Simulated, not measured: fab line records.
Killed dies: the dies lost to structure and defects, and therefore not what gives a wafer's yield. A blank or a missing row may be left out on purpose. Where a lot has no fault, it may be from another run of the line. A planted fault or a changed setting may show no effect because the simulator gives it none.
Which of the tools did it? | flow n5Finfet | Sampling: 10 lots, 29 wafers, 6 of 1938 route steps

## WHAT THE GAUGES SHOWED, per wafer
N5_STI_FIN_REVEAL_CD_MEAS_22: target cd 6.238 nm, pitch 28 nm. Usual: cdNm reads 6.28 nm (standard deviation 0.3).
lot  | measured    | on       | cdNm (nm)      | flag
L494 | day 2 18:26 | cdSem-02 | 6.29 5.89 5.68 | 
L495 | day 3 01:53 | cdSem-03 | 6.48 6.04 5.75 | 
L498 | day 3 19:23 | cdSem-02 | 5.97 6.39 6.15 | 
L499 | day 4 01:04 | cdSem-03 | 6.48 6.52 6.38 | 
L503 | day 5 04:12 | cdSem-02 | 6.07 6.99 6.39 | 
L505 | day 5 16:01 | cdSem-02 | 6.24 6.13      | 
L513 | day 7 16:33 | cdSem-02 | 6.42 6.53 6.40 | 
L514 | day 7 21:04 | cdSem-03 | 6.31 6.59 6.60 | 
L515 | day 8 04:20 | cdSem-03 | 6.43 6.40 6.07 | 
L516 | day 8 10:43 | cdSem-02 | 6.16 5.95 6.07 | 

N5_STI_FIN_REVEAL_FIN_H_MEAS_10. Usual: trenchDepthNm reads 52.0 nm (standard deviation 0.78).
lot  | measured    | on     | trenchDepthNm (nm) | flag
L494 | day 2 18:28 | ocd-01 | 53.2 51.1 53.0     | 
L495 | day 3 01:55 | ocd-02 | 50.8 52.6 52.6     | 
L498 | day 3 19:25 | ocd-02 | 51.5 51.1 52.1     | 
L499 | day 4 01:05 | ocd-02 | 51.0 51.9 51.1     | 
L503 | day 5 04:14 | ocd-01 | 50.7 51.9 41.0     | OFF
L505 | day 5 16:03 | ocd-01 | 52.7 52.0          | 
L513 | day 7 16:35 | ocd-02 | 52.5 51.6 52.0     | 
L514 | day 7 21:06 | ocd-02 | 51.0 51.3 51.0     | 
L515 | day 8 04:22 | ocd-02 | 52.9 52.4 52.9     | 
L516 | day 8 10:45 | ocd-02 | 53.3 53.7 53.0     | 

N5_BEOL_M4_RC_MEAS_101. Usual: DIBL_N 35.9 mV/V, standard deviation 1.8; DIBL_P 36.2 mV/V, standard deviation 2; IOFF_N 0.16 nA/um, standard deviation 0.031; IOFF_P 0.22 nA/um, standard deviation 0.041; ION_N 676 uA/um, standard deviation 11; ION_P 465 uA/um, standard deviation 8.5; SS_N 71.4 mV/dec, standard deviation 0.64; SS_P 73.2 mV/dec, standard deviation 0.7; VT_N 250 mV, standard deviation 3.5; VT_P -250 mV, standard deviation 3.9.
lot  | measured     | on        | DIBL_N (mV/V)  | DIBL_P (mV/V)  | IOFF_N (nA/um) | IOFF_P (nA/um) | ION_N (uA/um) | ION_P (uA/um) | SS_N (mV/dec)  | SS_P (mV/dec)  | VT_N (mV)   | VT_P (mV)      | flag
L494 | day 8 04:22  | prober-02 | 35.3 34.0 35.9 | 37.7 35.3 37.8 | 0.15 0.13 0.16 | 0.21 0.18 0.22 | 681 657 688   | 472 456 467   | 70.8 70.9 70.8 | 73.5 73.1 73.5 | 250 253 251 | -250 -252 -249 | 
L495 | day 8 14:21  | prober-02 | 36.6 33.5 35.1 | 35.9 32.5 35.4 | 0.17 0.11 0.15 | 0.19 0.15 0.18 | 673 657 676   | 449 450 457   | 71.5 70.8 71.1 | 73.4 71.8 72.0 | 250 252 250 | -251 -254 -251 | 
L498 | day 9 22:53  | prober-02 | 35.2 36.6 34.1 | 35.6 37.7 34.7 | 0.13 0.16 0.12 | 0.18 0.22 0.16 | 658 671 672   | 448 462 462   | 72.0 72.2 71.5 | 73.5 73.9 73.3 | 252 248 252 | -258 -254 -255 | 
L499 | day 9 11:10  | prober-02 | 36.7 38.2 37.1 | 36.8 39.8 37.2 | 0.15 0.19 0.15 | 0.18 0.24 0.20 | 670 684 666   | 456 464 458   | 70.9 71.9 70.8 | 73.6 73.7 73.7 | 252 248 251 | -256 -250 -253 | 
L503 | day 10 22:18 | prober-01 | 36.8 37.4 38.1 | 36.0 37.1 37.7 | 0.13 0.16 0.18 | 0.19 0.21 0.24 | 653 679 680   | 450 465 473   | 72.2 71.1 72.2 | 72.7 73.3 73.7 | 256 248 249 | -252 -253 -250 | 
L505 | day 11 03:49 | prober-02 | 35.2 32.4      | 36.3 32.3      | 0.16 0.11      | 0.22 0.17      | 689 650       | 471 456       | 71.2 71.5      | 74.0 72.7      | 249 256     | -249 -249      | 
L513 | day 13 04:31 | prober-01 | 36.6 37.2 38.2 | 37.1 37.5 39.3 | 0.16 0.16 0.21 | 0.25 0.26 0.30 | 684 673 702   | 476 470 484   | 71.8 71.3 71.5 | 72.6 73.7 73.6 | 248 251 244 | -247 -247 -246 | 
L514 | day 13 15:16 | prober-01 | 36.2 34.7 34.8 | 34.7 33.7 33.1 | 0.17 0.14 0.15 | 0.22 0.20 0.19 | 680 669 662   | 459 466 458   | 71.8 71.2 71.2 | 73.0 72.9 71.8 | 247 249 250 | -251 -251 -250 | 
L515 | day 13 20:48 | prober-02 | 35.1 37.9 37.0 | 35.2 37.1 36.8 | 0.14 0.18 0.16 | 0.21 0.24 0.24 | 684 691 678   | 470 473 470   | 71.1 71.3 71.6 | 72.6 74.2 73.5 | 247 248 248 | -248 -248 -248 | 
L516 | day 14 09:07 | prober-02 | 35.7 35.4 35.6 | 35.5 35.8 36.1 | 0.13 0.13 0.14 | 0.15 0.15 0.15 | 676 678 675   | 456 464 452   | 70.6 70.6 71.2 | 73.4 72.5 73.0 | 250 254 249 | -258 -259 -256 | 

## EACH LOT AND THE TOOL THAT RAN IT (in order: tool; ch and the chambers of the sampled wafers; start)
lot  | N5_FIN_CUT_PRECLEAN_35           | N5_STI_FIN_REVEAL_ALD_14        | N5_STI_FIN_REVEAL_RECESS_09
L494 | vaporEtch-01 ch 1, day 2 09:28   | aldSin-01 ch 2,3, day 2 09:55   | vaporEtch-02 ch 0,1, day 2 15:44
L495 | vaporEtch-01 ch 0,1, day 2 15:38 | aldSin-01 ch 1,2,3, day 2 16:30 | vaporEtch-01 ch 0,1, day 2 23:13
L498 | vaporEtch-01 ch 0, day 3 09:57   | aldSin-01 ch 0,1,2, day 3 10:24 | vaporEtch-02 ch 0,1, day 3 16:34
L499 | vaporEtch-01 ch 0,1, day 3 15:49 | aldSin-02 ch 0,3, day 3 16:17   | vaporEtch-02 ch 0,1, day 3 22:23
L503 | vaporEtch-02 ch 0,1, day 4 18:34 | aldSin-04 ch 0,2,3, day 4 19:01 | vaporEtch-02 ch 0,1, day 5 01:31
L505 | vaporEtch-01 ch 1, day 5 06:46   | aldSin-02 ch 2,3, day 5 07:14   | vaporEtch-02 ch 0,1, day 5 13:20
L513 | vaporEtch-02 ch 0,1, day 7 07:11 | aldSin-01 ch 1,3, day 7 07:43   | vaporEtch-01 ch 0,1, day 7 13:33
L514 | vaporEtch-02 ch 0,1, day 7 11:51 | aldSin-02 ch 0,1,3, day 7 12:20 | vaporEtch-02 ch 0,1, day 7 18:17
L515 | vaporEtch-01 ch 0,1, day 7 19:10 | aldSin-04 ch 0,1,2, day 7 19:41 | vaporEtch-01 ch 1, day 8 01:32
L516 | vaporEtch-02 ch 0,1, day 8 01:29 | aldSin-02 ch 0,1,3, day 8 02:06 | vaporEtch-02 ch 0,1, day 8 07:55
- N5_FIN_CUT_PRECLEAN_35: cleans in vHF, time 13.3 s.
- N5_STI_FIN_REVEAL_ALD_14: deposits Si3N4, target thk 3 nm.
- N5_STI_FIN_REVEAL_RECESS_09: chemistry HF/NH3, target SiO2, afs cycles 11, target depth 42.5 nm, sublimation time 60 s.

## WHAT THE TOOLS THEMSELVES READ (means of the sampled wafers that have a number; where no wafer has one, the mark that the record gives instead)
N5_FIN_CUT_PRECLEAN_35. Usual: drypumpMotorCurrentA reads 5.77 A (standard deviation 0.21).
lot  | tool         | drypumpMotorCurrentA (A) | flag
L494 | vaporEtch-01 | 5.53                     | 
L495 | vaporEtch-01 | 5.59                     | 
L498 | vaporEtch-01 | 5.68                     | 
L499 | vaporEtch-01 | 5.65                     | 
L503 | vaporEtch-02 | 6.05                     | 
L505 | vaporEtch-01 | 5.56                     | 
L513 | vaporEtch-02 | 6.05                     | 
L514 | vaporEtch-02 | 6.09                     | 
L515 | vaporEtch-01 | 5.65                     | 
L516 | vaporEtch-02 | 6.06                     | 

N5_STI_FIN_REVEAL_ALD_14. Usual: heaterPowerOuterW 493 W, standard deviation 51; heaterPowerW 800 W, standard deviation 79.
lot  | tool      | heaterPowerOuterW (W) | heaterPowerW (W) | flag
L494 | aldSin-01 | 526                   | 815              | 
L495 | aldSin-01 | 509                   | 820              | 
L498 | aldSin-01 | 484                   | 820              | 
L499 | aldSin-02 | 514                   | 805              | 
L503 | aldSin-04 | 532                   | 849              | 
L505 | aldSin-02 | 449                   | 724              | 
L513 | aldSin-01 | 511                   | 802              | 
L514 | aldSin-02 | 499                   | 787              | 
L515 | aldSin-04 | 487                   | 798              | 
L516 | aldSin-02 | 500                   | 803              | 

N5_STI_FIN_REVEAL_RECESS_09. Usual: drypumpMotorCurrentA reads 5.84 A (standard deviation 0.22).
lot  | tool         | drypumpMotorCurrentA (A) | flag
L494 | vaporEtch-02 | 6.08                     | 
L495 | vaporEtch-01 | 5.60                     | 
L498 | vaporEtch-02 | 6.06                     | 
L499 | vaporEtch-02 | 6.06                     | 
L503 | vaporEtch-02 | 6.09                     | 
L505 | vaporEtch-02 | 6.06                     | 
L513 | vaporEtch-01 | 5.61                     | 
L514 | vaporEtch-02 | 6.07                     | 
L515 | vaporEtch-01 | 5.56                     | 
L516 | vaporEtch-02 | 6.05                     | 

## THE ANSWER, worked out from the rows above alone
Rule: a lot is off if the mean of its wafers that have a number lies more than 3 standard deviations from the usual mean. A lot without any number at a reading at which 4 lots or more have one is off too. The other lots that the step has rows for count as sound. After the gauges, taken in route order, come the tools' own readings; for these a lot's mean is taken, as printed above. The first step at which some lot is off is used, and at that step the reading that is off furthest; a lot without a number counts as furthest.
Off, at N5_STI_FIN_REVEAL_FIN_H_MEAS_10 on trenchDepthNm: L503.
A tool fits if, at a process step before that reading, it ran every lot that is off, and no sound lot after the first of them. The gauges at N5_STI_FIN_REVEAL_FIN_H_MEAS_10 are tried like those tools. Not one of the candidates tried fits.

## WHAT THE SIMULATOR PUT IN
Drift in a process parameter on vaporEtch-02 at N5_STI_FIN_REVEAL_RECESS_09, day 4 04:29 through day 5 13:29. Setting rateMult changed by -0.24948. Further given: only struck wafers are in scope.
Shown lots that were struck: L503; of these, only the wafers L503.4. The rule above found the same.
